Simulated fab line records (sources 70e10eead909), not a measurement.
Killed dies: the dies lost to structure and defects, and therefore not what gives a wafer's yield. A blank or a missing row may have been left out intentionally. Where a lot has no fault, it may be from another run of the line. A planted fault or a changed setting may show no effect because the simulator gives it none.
Struck lot and sound lot, side by side	flow nand-harc	23 out of 1159 route steps
Sound: wafers L296.3, L296.5, L296.6. Struck: wafer L302.3 (L302.1, L302.5, from the same lot, were not struck and are left out); the cause is given at the end.
Order at every step that has rows: each side's tool, ch and its chambers, its first start. Under that, the readings that differ: sound wafers	struck wafers	difference of the means	sigmas: that difference in standard deviations of wafers without a fault.
alike: same words and numbers on both sides, and readings whose means sit less than 2 such deviations apart. not compared: any withheld reading, any reading some wafer has no value for, any bound like >300 that may hide the same value, and any number with overlapping values for which the record gives no deviation.
A row with sigmas, a row that says differs or no value, or rows on one side alone: a step with any of these is where the two part. Numbers that have no deviation but don't overlap get no sigmas and don't part them. A reading that every wafer of one side lacks parts them only if that side has two wafers or more.

first, 4 steps without rows for these wafers: NHARC_P_GATE_EBR_87; NHARC_P_GATE_EXPOSE_88 (exposes mask P HVN, target cd 2000 nm); NHARC_P_GATE_PEB_89 (peb time 85 s); NHARC_P_GATE_DEVELOP_90 (time 70 s).
NHARC_P_GATE_CD_MEAS_91: the cd target is 2000 nm.
  sound on cd-sem-01 ch 0, day 7 01:32; struck on cd-sem-02 ch 0, day 8 18:04
  alike: cd-nm
then, 3 steps without rows for these wafers: NHARC_P_GATE_HARDBAKE_92 (time 80 s); NHARC_P_GATE_DESCUM_93 (chemistry O2, time 3 s); NHARC_P_GATE_IMPLANT_94.
NHARC_P_GATE_STRIP_113: strips in N2/H2, time 740 s.
  sound on plasma-asher-02 ch 0,1, day 7 02:25; struck on plasma-asher-01 ch 0, day 8 19:59
reading	sound	struck	difference	sigmas
heater-power-w (W)	100 100 103	87	-14	-2
  alike: drypump-motor-current-A, rf-refl-power-W
  not compared: rf-hours-counter-h
NHARC_P_GATE_STRIP_95: strips in O2.
  sound on plasma-asher-02 ch 0,1, day 7 02:48; struck on plasma-asher-01 ch 0, day 8 20:36
reading	sound	struck	difference	sigmas
heater-power-w (W)	371 368 372	320	-50	-2
  alike: drypump-motor-current-A, rf-refl-power-W
  not compared: rf-hours-counter-h
then, 2 steps without rows for these wafers: NHARC_P_GATE_STRIP_96 (strips in SPM, time 900 s); NHARC_P_GATE_RTA_64 (time 1 s).
NHARC_P_GATE_ETCH_77: etches SiO2 in dHF, target depth 6 nm.
  sound on wet-bench-06 ch 0,1,7, day 7 03:33; struck on wet-bench-07 ch 0,5,6, day 8 21:22
then, 4 steps without rows for these wafers: NHARC_P_GATE_DEGAS_109 (time 60 s); NHARC_P_GATE_PRE_CLEAN_110 (time 30 s); NHARC_P_GATE_SPUTTER_78 (material Ni, target thk 10 nm); NHARC_P_GATE_SPUTTER_79 (material TiN, target thk 10 nm).
NHARC_P_GATE_RTA_80: time 30 s.
  sound on rtp-anneal-01 ch 0, day 7 04:01; struck on rtp-anneal-01 ch 0, day 8 21:49
  alike: wafer_temp_C_max
then, 1 step without rows for these wafers: NHARC_P_GATE_STRIP_67 (strips in SPM, time 600 s).
NHARC_P_GATE_RTA_82: time 30 s.
  sound on rtp-anneal-02 ch 0, day 7 04:29; struck on rtp-anneal-02 ch 0, day 8 22:19
  alike: lamp-power-pct, lamp_zone_7_pct, wafer_temp_C_max
NHARC_P_GATE_INSPECT_68:
  sound on defect-inspect-01, day 7 04:37; struck on defect-inspect-01, day 8 22:31
reading	sound	struck	difference	sigmas
raw-defect-count	261 172 367	736	+469	+6
NHARC_P_CONTACT_DEP_30: deposits SiNx, target thk 30 nm.
  sound on pecvd-01 ch 1,2, day 7 04:41; struck on pecvd-03 ch 1, day 8 22:35
  alike: heater-power-w
  not compared: since-wet-clean-h
-- the record jumps here: 17 days lie between the struck wafers' starts before and after (it left off in module P_CONTACT and takes up again in module END, whose first step shown is number 1159 of the route) --
NHARC_END_SORT_01:
  only the struck wafers appear in the record here, on prober-01 ch 0 at day 25 19:12; the sound ones have no rows

WHERE THEY PART
Earliest at NHARC_P_GATE_STRIP_113; latest, in this record, at NHARC_END_SORT_01.

WHY: whatever the simulator had introduced
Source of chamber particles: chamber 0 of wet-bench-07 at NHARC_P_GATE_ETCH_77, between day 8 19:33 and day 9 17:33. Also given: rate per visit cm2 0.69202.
